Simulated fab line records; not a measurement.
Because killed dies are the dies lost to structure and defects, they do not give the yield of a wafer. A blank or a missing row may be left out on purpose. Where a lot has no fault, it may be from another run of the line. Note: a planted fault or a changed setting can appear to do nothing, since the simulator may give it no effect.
fab line records	flow n5-finfet
[record] lots = 5	wafers = 14	last-day = 17
route steps=1938 shown TV_LITHO@1879 TV_OPEN@1887 PAD_METAL@1893 PASSIVATION@1897
lots untouched by any fault: they come from a run of this same line in which no faults occurred
start-h: hours from the record's first day to the start of the lot's first wafer shown	wait-h: hours since the lot's step before	" identical to the entry in the row above	L1.1+2: a row that stands for several wafers	- no value, or no start was given	* or withheld: withheld	< > ~ a bound
route shown NAME@n: a module of which the file shows steps, and the number in the route of the first	usual: mean/standard deviation taken from wafers without a fault	same: alike in all rows	chamber/n: place in a boat	sites: per-site readings	_std_site: how widely they spread, as a standard deviation	_edge_site: mean of outer sites minus mean of inner sites	radius-mm: for every site, how far away it sits from the centre of the wafer	mask NAME#n: copy n	behind: the last tool/chamber to shape the wafer	hold: why the lot was held/for how many hours/how that ended	device: the n, p or np transistor that did not switch	end of line: the route-end tests of the same wafers	a step given without rows: its recipe and nothing more	killed: the dies lost at the first sort to structure and to defects; this is not the yield of the wafer	map: a wafer's dies, marking killed ones x, the rest . and places with no die _
set.NAME: the setting that was run; set.NAME@STEP: the one run at that earlier step	model.NAME: the simulator's own value behind a step, which no gauge read
lots seen at some steps along the route; tables by step, rows by wafer
services: from which hour (start-h, from the record's first day; less than 0 if before it) a tool's chamber was out of use, for how many hours, and why
[[steps]]
[step N5_PASSIVATION_EXPOSE_07]
[recipe] mask-id = TV	na = 0.55	source-shape = conventional	sigma-outer = 0.8	polarization = unpolarized	defocus-nm = 0	target-cd-nm = 3000	dose-mj = 22.75
[step N5_PASSIVATION_PEB_08]
[recipe] peb-temp-c = withheld	peb-time-s = *
[step N5_PASSIVATION_DEVELOP_09]
[recipe] develop-time-s = 60	rinse-liquid = diw	dry = air-spin	dev-temp-c = 21
[step N5_PASSIVATION_HARDBAKE_11]
[recipe] temp-c = 130	time-s = 120
[step N5_PASSIVATION_CD_MEAS_10]
[recipe] target-cd-nm = 3000	landing-energy-ev = 500	detector = se-inlens
[usual] cd-nm = 2999.1/2.2
lot.wafer	tool	chamber	start-h	wait-h	cd-nm
L561.1	cd-sem-03	0	312.21	-	3002.0
L561.2	"	0	"	"	2998.7
L561.5	"	0	"	"	3000.9
L571.1	cd-sem-01	0	359.61	-	3001.8
L571.4	"	0	"	"	2999.6
L571.6	"	0	"	"	2999.4
L575.2	cd-sem-02	0	382.20	-	2999.5
L575.4	"	0	"	"	2999.4
L575.6	"	0	"	"	2996.8
L576.3	cd-sem-01	0	389.44	-	2994.9
L576.4	"	0	"	"	2997.9
L576.5	"	0	"	"	3002.5
L580.3	cd-sem-01	0	401.70	-	2997.8
L580.6	"	0	"	"	2999.0
[step N5_PASSIVATION_OVL_MEAS_60]
[recipe] points-per-wafer = 44
[usual] TV_OVL = -1/5.9
lot.wafer	tool	chamber	start-h	wait-h	TV_OVL[nm]
L561.1	overlay-01	0	312.24	0.0	-1
L561.2	"	0	"	"	-3
L561.5	"	0	"	"	4
L571.1	overlay-02	0	359.64	0.0	-9
L571.4	"	0	"	"	-14
L571.6	"	0	"	"	-1
L575.2	overlay-02	0	382.23	0.0	-5
L575.4	"	0	"	"	-4
L575.6	"	0	"	"	1
L576.3	overlay-02	0	389.46	0.0	10
L576.4	"	0	"	"	4
L576.5	"	0	"	"	2
L580.3	overlay-01	0	401.73	0.0	-1
L580.6	"	0	"	"	-4
[step N5_PASSIVATION_INSPECT_61]
[recipe] mode = adi	inspect-instrument = macro
[usual] raw-defect-count = 2.0/1.3
lot.wafer	tool	chamber	start-h	wait-h	raw-defect-count
L561.1	defect-inspect-01	-	312.27	0.0	1
L561.2	"	-	"	"	1
L561.5	"	-	"	"	2
L571.1	defect-inspect-01	-	359.66	0.0	1
L571.4	"	-	"	"	0
L571.6	"	-	"	"	1
L575.2	defect-inspect-01	-	382.26	0.0	2
L575.4	"	-	"	"	2
L575.6	"	-	"	"	1
L576.3	defect-inspect-02	-	389.49	0.0	0
L576.4	"	-	"	"	2
L576.5	"	-	"	"	0
L580.3	defect-inspect-02	-	401.75	0.0	3
L580.6	"	-	"	"	2
[step N5_PASSIVATION_DESCUM_12]
[recipe] chemistry = O2	time-s = 7.9	source-power-w = 50	bias-power-w = 20	pressure-mtorr = 20	rf-frequency-hz = 2.712e+07	temp-c = 40	o2-flow-sccm = 225
[step N5_PASSIVATION_PASS_ETCH_74]
[recipe] chemistry = CF4/O2	target = SiNx	target-depth-a = 2200	time-s = 110	ion-energy-ev = 100	pressure-mtorr = 40	source-w = 535	bias-w = 49	Ar_flow_sccm = 100	cf4-flow-sccm = 100	O2_flow_sccm = 10
[step N5_PASSIVATION_VIA_ETCH_13]
[recipe] chemistry = CHF3/O2	target = SiO2	target-depth-a = 6600	CHF3_flow_sccm = 50	O2_flow_sccm = 5	Ar_flow_sccm = 200	time-s = 330	mask-material = PR	pressure-mtorr = 30	source-w = 650	bias-w = 170	ion-energy-ev = 200	ends = cleared
[usual] drypump-motor-current-A = 5.66/0.26	etch-rf-on-time-s = 237/5.1	oes-product-au = 0.73/0.083	rf-vpp-V = 528/6.4	showerhead-plenum-p-Torr = 2.43/0.073	throttle-valve-pct = 18.82/0.21
lot.wafer	tool	chamber	start-h	wait-h	drypump-motor-current-A	etch-rf-on-time-s	oes-product-au	rf-hours-counter-h	rf-vpp-V	showerhead-plenum-p-Torr	throttle-valve-pct
L561.1	rie-diel-04	1	312.47	0.0	5.92	234	0.63	208	530	2.49	18.88
L561.2	"	0	"	"	5.67	244	0.61	222	532	2.39	19.33
L561.5	"	1	"	"	5.92	237	0.64	-	528	2.49	18.89
L571.1	rie-diel-04	0	360.10	0.0	5.69	243	0.60	240	531	2.38	19.38
L571.4	"	1	"	"	5.93	240	0.62	226	530	2.48	18.90
L571.6	"	3	"	"	5.48	229	0.85	-	539	2.55	18.91
L575.2	rie-diel-02	2	382.53	0.1	5.68	234	0.77	53	529	2.45	18.63
L575.4	"	2	"	"	5.68	236	0.77	-	529	2.45	18.64
L575.6	"	2	"	"	5.71	238	0.77	-	529	2.45	18.63
L576.3	rie-diel-04	3	390.17	0.0	5.51	236	0.83	23	540	2.55	18.93
L576.4	"	2	"	"	5.74	235	0.76	-	521	2.37	18.68
L576.5	"	3	"	"	5.50	231	0.83	-	539	2.55	18.91
L580.3	rie-diel-05	0	402.41	0.0	5.31	242	0.62	230	532	2.38	18.95
L580.6	"	0	"	"	5.34	241	0.62	-	530	2.38	18.95
[step N5_PASSIVATION_STRIP_14]
[recipe] chemistry = O2	power-w = 600	temp-c = 60	pressure-mtorr = 30	rf-frequency-hz = 6e+07	bias-power-w = 0	overash-fraction = 0.5	o2-flow-sccm = 225
[step N5_PASSIVATION_ETCH_15]
[recipe] chemistry = CF4/N2	target = SiCN	target-depth-a = 750	taper-deg = 2	time-s = 81.2	ion-energy-ev = 150	mask-material = SiNx	pressure-mtorr = 40	source-w = 430	bias-w = 70	Ar_flow_sccm = 100	cf4-flow-sccm = 60	n2-flow-sccm = 60
[usual] drypump-motor-current-A = 5.66/0.26	oes-product-au = 0.80/0.095	rf-vpp-V = 382.7/1.9	showerhead-plenum-p-Torr = 2.23/0.069	throttle-valve-pct = 15.37/0.23
lot.wafer	tool	chamber	start-h	wait-h	drypump-motor-current-A	oes-product-au	rf-hours-counter-h	rf-vpp-V	showerhead-plenum-p-Torr	throttle-valve-pct
L561.1	rie-diel-04	1	-	-	5.92	0.69	209	382.4	2.28	15.50
L561.2	"	0	"	"	5.69	0.67	222	382.3	2.17	15.85
L561.5	"	1	"	"	5.93	0.69	-	383.8	2.28	15.51
L571.1	rie-diel-04	0	-	-	5.69	0.67	240	380.9	2.17	15.88
L571.4	"	1	"	"	5.95	0.67	226	383.8	2.28	15.54
L571.6	"	3	"	"	5.49	0.94	-	384.8	2.34	15.39
L575.2	rie-diel-02	2	-	-	5.67	0.85	53	382.2	2.24	15.14
L575.4	"	2	"	"	5.65	0.85	-	382.9	2.24	15.14
L575.6	"	2	"	"	5.68	0.85	-	382.0	2.24	15.14
L576.3	rie-diel-04	3	-	-	5.47	0.92	23	384.1	2.34	15.43
L576.4	"	2	"	"	5.74	0.85	-	381.5	2.16	15.19
L576.5	"	3	"	"	5.48	0.92	-	383.8	2.34	15.42
L580.3	rie-diel-05	0	-	-	5.32	0.68	230	381.1	2.17	15.53
L580.6	"	0	"	"	5.33	0.68	-	381.0	2.17	15.53
[step N5_PASSIVATION_STRIP_73]
[recipe] chemistry = post-etch-residue-remover	time-s = 60	temp-c = 25	remover-ph = withheld	remover-water-wt-pct = withheld	remover-fluoride-wt-pct = withheld
lot.wafer	tool	chamber	start-h	wait-h
L561.1+2+5	wet-bench-01	7,6,3	312.82	-
L571.1+4+6	wet-bench-06	7,5,6	360.45	-
L575.2+4+6	wet-bench-06	7,4,0	383.05	-
L576.3+4+5	wet-bench-02	5,2,7	390.53	-
L580.3+6	wet-bench-01	4,3	402.76	-
[step N5_PASSIVATION_SRD_17]
[recipe] time-s = 30	temp-c = 23	rinse-liquid = diw	dry = n2-spin	spin-rpm = 1500	dry-time-s = 30
[step N5_PASSIVATION_DEGAS_18]
[recipe] ambient = vacuum	temp-c = 300	time-s = 60
[step N5_PASSIVATION_PRE_CLEAN_19]
[recipe] gas = H2/He	time-s = *	temp-c = *
[step N5_PASSIVATION_SPUTTER_20]
[recipe] material = TaN	target-thk-a = 500	temp-c = 25	chamber-pressure-pa = 0.4
[step N5_PASSIVATION_AL_DEP_21]
[recipe] material = Al	target-thk-a = 28000	temp-c = 400	time-s = 170	power-w = 30000	chamber-pressure-pa = 0.4	gas = Ar
[step N5_PASSIVATION_HMDS_23]
[recipe] time-s = 60	temp-c = 120
[step N5_PASSIVATION_COAT_24]
[recipe] spin-rpm = 3000	resist-thk-nm = withheld
[step N5_PASSIVATION_EBR_26]
[recipe] solvent = PGMEA	ebr-width-mm = 1.5
[step N5_PASSIVATION_SOFTBAKE_25]
[recipe] temp-c = 100	time-s = 90
[step N5_PASSIVATION_EXPOSE_27]
[recipe] mask-id = PAD	na = 0.55	source-shape = conventional	sigma-outer = 0.8	polarization = unpolarized	defocus-nm = 0	dose-mj = 32.3
[step N5_PASSIVATION_PEB_28]
[recipe] peb-temp-c = withheld	peb-time-s = *
[step N5_PASSIVATION_DEVELOP_29]
[recipe] develop-time-s = 60	rinse-liquid = diw	dry = air-spin	dev-temp-c = 21
[step N5_PASSIVATION_HARDBAKE_31]
[recipe] temp-c = 130	time-s = 120
[step N5_PASSIVATION_CD_MEAS_30]
[recipe] target-cd-nm = 4000	landing-energy-ev = 500	detector = se-inlens	polarity = opening
[usual] cd-nm = 4000.3/1.6
lot.wafer	tool	chamber	start-h	wait-h	cd-nm
L561.1	cd-sem-03	0	314.50	-	4000.2
L561.2	"	0	"	"	3998.8
L561.5	"	0	"	"	4000.8
L571.1	cd-sem-02	0	361.39	-	4002.8
L571.4	"	0	"	"	4003.2
L571.6	"	0	"	"	4002.3
L575.2	cd-sem-02	0	383.92	-	3999.2
L575.4	"	0	"	"	4000.7
L575.6	"	0	"	"	4000.2
L576.3	cd-sem-01	0	391.50	-	3999.7
L576.4	"	0	"	"	3999.2
L576.5	"	0	"	"	3999.3
L580.3	cd-sem-03	0	403.58	-	3999.4
L580.6	"	0	"	"	3999.2
[step N5_PASSIVATION_OVL_MEAS_63]
[recipe] points-per-wafer = 44
[usual] PAD_OVL = -4/5.9
lot.wafer	tool	chamber	start-h	wait-h	PAD_OVL[nm]
L561.1	overlay-01	0	314.53	0.0	-5
L561.2	"	0	"	"	4
L561.5	"	0	"	"	-8
L571.1	overlay-02	0	361.42	0.0	-2
L571.4	"	0	"	"	-1
L571.6	"	0	"	"	1
L575.2	overlay-02	0	383.95	0.0	3
L575.4	"	0	"	"	0
L575.6	"	0	"	"	5
L576.3	overlay-01	0	391.53	0.0	-8
L576.4	"	0	"	"	-7
L576.5	"	0	"	"	-9
L580.3	overlay-01	0	403.61	0.0	-6
L580.6	"	0	"	"	-13
[step N5_PASSIVATION_DESCUM_32]
[recipe] chemistry = O2	time-s = 7.9	source-power-w = 50	bias-power-w = 20	pressure-mtorr = 20	rf-frequency-hz = 2.712e+07	temp-c = 40	o2-flow-sccm = 225
[usual] drypump-motor-current-A = 5.7/0.43	oes-product-au = 0.81/0.068	rf-vpp-V = 242.8/1.3	showerhead-plenum-p-Torr = 2.07/0.074	throttle-valve-pct = 20.45/0.23
lot.wafer	tool	chamber	start-h	wait-h	drypump-motor-current-A	oes-product-au	rf-hours-counter-h	rf-vpp-V	showerhead-plenum-p-Torr	throttle-valve-pct
L561.1	rie-diel-06	3	314.68	0.1	6.0	0.91	20	242.1	2.08	20.58
L561.2	"	0	"	"	5.8	0.74	167	241.7	1.98	20.08
L561.5	"	0	"	"	5.8	0.73	-	241.9	1.98	20.06
L571.1	rie-diel-06	0	362.05	0.6	5.8	0.72	185	241.7	1.98	20.10
L571.4	"	1	"	"	5.7	0.88	26	242.1	2.04	20.32
L571.6	"	2	"	"	4.9	0.82	-	243.1	2.10	20.67
L575.2	rie-diel-01	1	384.37	0.4	6.3	0.83	67	242.1	2.04	20.43
L575.4	"	3	"	"	6.1	0.77	142	241.6	2.01	20.17
L575.6	"	3	"	"	6.1	0.77	-	241.4	2.01	20.12
L576.3	rie-diel-06	1	391.65	0.1	5.7	0.86	38	243.3	2.03	20.32
L576.4	"	0	"	"	5.7	0.71	196	242.7	1.97	20.13
L576.5	"	3	"	"	6.0	0.86	-	241.5	2.07	20.61
L580.3	rie-diel-03	0	403.67	0.0	5.2	0.94	12	244.5	2.22	20.02
L580.6	"	3	"	"	5.8	0.72	-	242.9	2.10	20.78
[step N5_PASSIVATION_AL_ETCH_33]
[recipe] chemistry = Cl2/BCl3	target-depth-a = 28000	over-etch-frac = 0.15	Cl2_flow_sccm = 180	bcl3-flow-sccm = 60	target = Al	stop-on = TaN	time-s = 466.7	ion-energy-ev = 100	pressure-mtorr = 10	icp-w = 900	bias-w = 100
[step N5_PASSIVATION_ETCH_59]
[recipe] chemistry = Cl2/BCl3	target = TaN	target-depth-a = 650	time-s = 34.9	ion-energy-ev = 100	pressure-mtorr = 10	icp-w = 900	bias-w = 100	Cl2_flow_sccm = 60	bcl3-flow-sccm = 30
[step N5_PASSIVATION_STRIP_34]
[recipe] chemistry = O2	power-w = 600	temp-c = 60	pressure-mtorr = 30	rf-frequency-hz = 6e+07	bias-power-w = 0	overash-fraction = 2	o2-flow-sccm = 225
[usual] drypump-motor-current-A = 5.7/0.44	oes-product-au = 0.82/0.064	rf-vpp-V = 3.9/1.5	showerhead-plenum-p-Torr = 2.08/0.073	throttle-valve-pct = 16.65/0.21
lot.wafer	tool	chamber	start-h	wait-h	drypump-motor-current-A	oes-product-au	rf-hours-counter-h	rf-vpp-V	showerhead-plenum-p-Torr	throttle-valve-pct
L561.1	rie-diel-03	0	315.29	0.1	5.2	0.66	233	3.1	1.97	16.68
L561.2	"	1	"	"	5.8	0.85	61	5.1	2.15	16.37
L561.5	"	1	"	"	5.9	0.84	-	4.8	2.15	16.38
L571.1	rie-diel-03	2	362.81	0.2	5.9	0.88	46	3.7	2.24	16.67
L571.4	"	3	"	"	5.8	0.74	-	4.4	2.11	17.06
L571.6	"	1	"	"	5.8	0.80	-	2.6	2.14	16.42
L575.2	rie-diel-01	1	384.99	0.1	6.3	0.81	67	0.5	2.04	16.57
L575.4	"	2	"	"	5.8	0.80	97	4.0	2.05	16.79
L575.6	"	3	"	"	6.0	0.77	-	3.3	2.01	16.39
L576.3	rie-diel-01	0	392.26	0.1	4.9	0.83	41	2.8	2.04	16.76
L576.4	"	2	"	"	5.8	0.81	99	2.7	2.05	16.92
L576.5	"	2	"	"	5.8	0.81	-	2.6	2.05	16.91
L580.3	rie-diel-03	0	404.27	0.1	5.2	0.93	12	4.6	2.22	16.26
L580.6	"	3	"	"	5.8	0.73	-	2.3	2.10	17.01
[step N5_PASSIVATION_STRIP_51]
[recipe] chemistry = post-etch-residue-remover	time-s = 1200	temp-c = 72.5
[step N5_PASSIVATION_CLEAN_69]
[recipe] chemistry = IPA	time-s = 180	temp-c = 25
[step N5_PASSIVATION_SRD_70]
[recipe] dry = ipa-marangoni	time-s = 30	temp-c = 23	rinse-liquid = diw
[step N5_PASSIVATION_PECVD_53]
[recipe] material = SiO2	target-thk-a = 8000	temp-c = 400	precursor = TEOS/O2	pressure-torr = 6.5	rf-w = withheld	teos-flow-sccm = withheld	gas = O2	flow-sccm = 2650	time-s = 169.4
[step N5_PASSIVATION_PECVD_35]
[recipe] material = SiNx	target-thk-a = 7000	temp-c = 400	precursor = SiH4/NH3/N2	pressure-torr = 4.9	rf-w = 1406	time-s = 151.3
[usual] heater-power-w = 370/100	showerhead-plenum-p-Torr = 8.65/0.087	throttle-valve-pct = 29.1/0.81
lot.wafer	tool	chamber	start-h	wait-h	heater-power-w	showerhead-plenum-p-Torr	throttle-valve-pct
L561.1	pecvd-04	1	315.95	0.1	445	8.57	27.5
L561.2	"	0	"	"	499	8.81	29.4
L561.5	"	0	"	"	613	8.77	29.6
L571.1	pecvd-01	2	363.42	0.1	340	8.59	28.0
L571.4	"	0	"	"	358	8.52	29.1
L571.6	"	1	"	"	335	8.63	30.4
L575.2	pecvd-01	2	385.65	0.1	323	8.61	28.0
L575.4	"	2	"	"	342	8.58	27.9
L575.6	"	0	"	"	325	8.53	29.4
L576.3	pecvd-02	2	392.87	0.1	254	8.73	29.5
L576.4	"	1	"	"	403	8.61	29.4
L576.5	"	0	"	"	307	8.68	29.1
L580.3	pecvd-04	2	404.89	0.1	408	8.74	28.8
L580.6	"	2	"	"	276	8.74	29.2
[step N5_PASSIVATION_HMDS_37]
[recipe] time-s = 60	temp-c = 120
[step N5_PASSIVATION_COAT_38]
[recipe] spin-rpm = 3000	resist-thk-nm = withheld
[step N5_PASSIVATION_EBR_40]
[recipe] solvent = PGMEA	ebr-width-mm = 1.5
[step N5_PASSIVATION_SOFTBAKE_39]
[recipe] temp-c = 110	time-s = 120
[step N5_PASSIVATION_PROBE_49]
[usual] defect-limited-yield = 91.2/1.6	killed_at_M0_to_M3 = 35/11	killed_at_M4_up = 14/5.4	killed-at-contacts = 13/6	killed-at-front-end = 38/11	killed-at-other = 3.4/2.6	killed-dies = 104/19	killed-on-rim = 13/3.9	killed-open = 68/13	killed-short = 34/8.5	sort_bin_5_function = 5.1/1	sort_bin_6_memory = 3.3/0.72	sort-n-pass = 1075/22	sort-yield-pct = 91.1/1.9
[same] gross-dies = 1180	killed-at-back-side = 0	sort_bin_4_leakage[%] = 0	sort_bin_8_speed[%] = 0
lot.wafer	tool	chamber	start-h	wait-h	defect-limited-yield[%]	killed_at_M0_to_M3	killed_at_M4_up	killed-at-contacts	killed-at-front-end	killed-at-other	killed-dies	killed-on-rim	killed-open	killed-short	sort_bin_5_function[%]	sort_bin_6_memory[%]	sort-n-pass	sort-yield-pct[%]
L571.1	prober-01	-	367.12	0.0	88.4	40	17	23	54	3	137	15	107	30	8.1	3.4	1043	88.4
L571.4	prober-01	-	367.27	0.2	92.2	38	10	14	28	2	92	8	61	31	4.7	2.7	1088	92.2
L571.6	prober-01	-	367.37	0.3	80.2	46	16	17	40	115	234	28	90	32	12.2	4.8	946	80.2
L575.2	prober-02	-	389.43	0.1	93.1	17	18	16	28	3	82	15	53	27	4.0	2.9	1098	93.1
L575.4	prober-02	-	389.53	0.2	90.8	37	17	15	33	6	108	17	69	37	5.4	3.5	1072	90.8
L575.6	prober-02	-	389.63	0.3	91.2	29	12	15	44	4	104	14	78	24	5.8	2.6	1076	91.2
// killed by level:class
L571.1 MOL_CONTACT_COAG:geometric-particle:open=20 FIN_SAQP:geometric-particle:open=17 STI_FIN_REVEAL:geometric-particle:open=17 BEOL_M0_SAQP:geometric-particle:short=12 BEOL_M0_SAQP:geometric-particle:open=9 BEOL_M4:geometric-particle:open=8 BEOL_M3:geometric-particle:open=8 DUMMY_GATE:geometric-particle:open=4
L571.4 BEOL_M0_SAQP:geometric-particle:open=10 MOL_CONTACT_COAG:geometric-particle:open=9 BEOL_M3:geometric-particle:open=8 BEOL_M1:geometric-particle:open=7 BEOL_M0_SAQP:geometric-particle:short=5 GATE_CUT:geometric-particle:short=5 MOL_CONTACT_COAG:geometric-particle:short=5 FIN_SAQP:geometric-particle:short=4
L571.6 TV_OPEN:unspecified=112 FIN_SAQP:geometric-particle:open=15 MOL_CONTACT_COAG:geometric-particle:open=15 BEOL_M0_SAQP:geometric-particle:open=13 BEOL_M3:geometric-particle:open=12 STI_FIN_REVEAL:geometric-particle:open=10 BEOL_M0_SAQP:geometric-particle:short=10 BEOL_M4:geometric-particle:open=7
L575.2 MOL_CONTACT_COAG:geometric-particle:open=13 BEOL_M4:geometric-particle:open=8 STI_FIN_REVEAL:geometric-particle:open=5 BEOL_M0_SAQP:geometric-particle:short=5 DUMMY_GATE:geometric-particle:open=4 BEOL_M0_SAQP:geometric-particle:open=4 BEOL_M2:geometric-particle:open=4 STARTING-WAFER:geometric-particle:open=4
L575.4 MOL_CONTACT_COAG:geometric-particle:open=13 BEOL_M3:geometric-particle:open=10 BEOL_M0_SAQP:geometric-particle:short=9 BEOL_M1:geometric-particle:open=7 FIN_SAQP:geometric-particle:short=5 GATE_CUT:geometric-particle:short=5 BEOL_M4:geometric-particle:open=5 FIN_SAQP:geometric-particle:open=4
L575.6 FIN_SAQP:geometric-particle:open=14 MOL_CONTACT_COAG:geometric-particle:open=11 BEOL_M2:geometric-particle:open=8 BEOL_M3:geometric-particle:open=8 BEOL_M1:geometric-particle:open=7 STARTING-WAFER:geometric-particle:open=6 DUMMY_GATE:geometric-particle:open=4 MOL_CONTACT_COAG:geometric-particle:short=4
// map L571.6 (x killed, . not)
_________________xx..........________________
______________......x..........._____________
___________....x.......x...........__________
__________.......xx..x.............._________
________..........x..................._______
_______x...x...................x.......______
______............x....................._____
_____....xx.x......xxx.........x.x.......____
____..........x..x.....x..................___
___....x..x.x.x..x...x..........x..........__
___....................x.......x.xx........__
__..xx..x..........xx................x......_
__.......x......x.......................x..._
_.........xx.xx..........x...........x....x..
_........x..x....x...................x.....x.
_..............x............x................
_........................x........x....x.....
_.x....x............x...............xxx......
_x....x..x...xx........x........x.......x..x.
_.x..x.....x.....x.........x........x.....xx.
_.........x.......x..x..............x........
__..x......xx.....x..........x.............._
__.x.....x.xxxx..xx.x..........x..x....x...._
___.x....xx.xxxx....x...x.x................__
___x..xxxxxxx.xxxx.........................__
____.xx.xxxxxxxxxx.x.x...................x___
_____x.xxxxxxxxxxxxxx....................____
______.xxxxxxxxxxxxx.x.................._____
_______xxxxxxxxxxxxxx.....x............______
________xxxxxxxxxxxxx.x...x..x........_______
__________xxxxxxxxxx.x...x......x..._________
___________xxxxxxx.xx........x.....__________
______________xxxx.x.....x......_____________
_________________x.x........x________________
// map L575.4 (x killed, . not)
_________________...x........________________
______________...........x......_____________
___________...x.............x.....x__________
__________x...x......x.............._________
________.x....x.......x..............._______
_______...x......x....x..x...x.....x...______
______..............x..............x...._____
_____....................................____
____.............x........................___
___.........................x....x.x...x...__
___................................xxx...x.__
__..........x.......x..................x...._
__...........................x..........x..._
_.x...x.x....x................x..............
_...x..xx........x...............x.....x....x
_.............................x.x.x....x....x
_.x...........................x.x............
_..x............x.........................x..
_...........x......x......x..................
_................................x...x....x..
_x.x....x......x....x........................
__................x...x......x..x..........._
__.......................x...x......xx......_
___....x.......x.......x...................__
___........................xxx......x......__
____.x.x.....x.................x..........___
_____....x......x.x......................____
______.............x........xx.....x...._____
_______............x...x..x............______
________..x........x..........x...x..x_______
__________.........x................_________
___________...x......x.............__________
______________...............x.._____________
_________________x.......x.x.________________
[[services]]
tool	chamber	start-h	hours	kind
pecvd-02	1	295.80	5.9	repair
rie-diel-04	3	301.26	-	clean
rie-diel-04	3	301.26	-	consumable-replace:focus-ring
rie-diel-04	3	301.26	-	consumable-replace:showerhead
rie-diel-04	3	301.26	23.8	scheduled-down
rie-diel-04	3	301.26	23.8	vent-cycle
rie-diel-01	2	306.55	1.8	repair
rie-diel-02	1	307.24	11.4	repair
rie-diel-01	-	317.64	2.8	pm
rie-diel-05	-	330.98	14.6	pm
pecvd-04	-	357.00	0.6	repair
rie-diel-03	0	361.23	-	clean
rie-diel-03	0	361.23	-	consumable-replace:focus-ring
rie-diel-03	0	361.23	-	consumable-replace:showerhead
rie-diel-03	0	361.23	14.1	scheduled-down
rie-diel-01	-	365.55	15.6	pm
wet-bench-02	-	375.27	2.5	repair
rie-diel-05	-	379.52	0.5	repair
rie-diel-02	3	381.15	5.7	repair
rie-diel-04	0	389.62	-	clean
rie-diel-04	0	389.62	-	consumable-replace:focus-ring
rie-diel-04	0	389.62	32.8	scheduled-down
rie-diel-04	0	389.62	32.8	vent-cycle
rie-diel-02	2	400.52	7.9	repair
[[key]]
[first-sign] step = N5_PASSIVATION_PROBE_49	reading = killed-at-other	direction = up	sigmas = 44	usual = 3.4	struck = 115
[effect] step = N5_PASSIVATION_PROBE_49	reading = killed-dies	direction = up	sigmas = 6.9	usual = 104	struck = 234
[more-kills-born-at] N5_PASSIVATION_STRIP_73@wet-bench-06 = 112
met-at N5_PASSIVATION_STRIP_73
struck-wafers L571.6
[fault] kind = chamber-particle-source	tool = wet-bench-06	chamber = 6	onset-h = 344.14	steps = N5_PASSIVATION_STRIP_73	rate-per-visit-cm2 = 1.7741	end-h = 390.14
